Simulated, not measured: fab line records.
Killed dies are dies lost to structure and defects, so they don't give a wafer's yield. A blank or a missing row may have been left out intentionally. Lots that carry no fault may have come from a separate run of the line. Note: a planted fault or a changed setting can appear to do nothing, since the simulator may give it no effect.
Chamber matching + flow n5_finfet + N5_BEOL_M2_DEP_57 on pecvd-03 has 3 sister chambers
The step deposits SiCN from 3MS/NH3, target thk 8 nm, time 14 s. 3 wafers are shown with their chamber, then 7 later ones without.

## EACH WAFER AND ITS CHAMBER
| wafer  | chamber | showerhead_vpp_V (V) |
|--------|---------|----------------------|
| L086.2 | 1       | 831                  |
| L088.3 | 0       | 791                  |
| L088.4 | 2       | 924                  |

## WAFERS WITHOUT THEIR CHAMBER
| wafer  | showerhead_vpp_V (V) |
|--------|----------------------|
| L088.5 | 781                  |
| L089.2 | 839                  |
| L089.4 | 940                  |
| L089.5 | 792                  |
| L091.2 | 828                  |
| L091.4 | 948                  |
| L091.5 | 830                  |

## CHAMBER TAKEN BY EACH
| wafer  | from the rows above | in truth |
|--------|---------------------|----------|
| L088.5 | 0                   | 0        |
| L089.2 | 1                   | 1        |
| L089.4 | 2                   | 2        |
| L089.5 | 0                   | 0        |
| L091.2 | 1                   | 1        |
| L091.4 | 2                   | 2        |
| L091.5 | 1                   | 1        |
Placed correctly: 7 of 7. Number that these rows cannot place: 0. Number placed wrongly: 0.
How it was worked out, from the rows above alone: a wafer's distance from a chamber is the root of the sum, over the readings, of the square of ((its reading less the chamber's mean) divided by the reading's scatter). The wafer belongs to the nearest chamber; if the next one is less than 2 further off, it can't be placed. For every chamber, the mean is computed from those of its wafers that are shown. The scatter: with one shown wafer a chamber, the root of the mean of the squares of how far each hidden wafer lies from its nearest shown one.
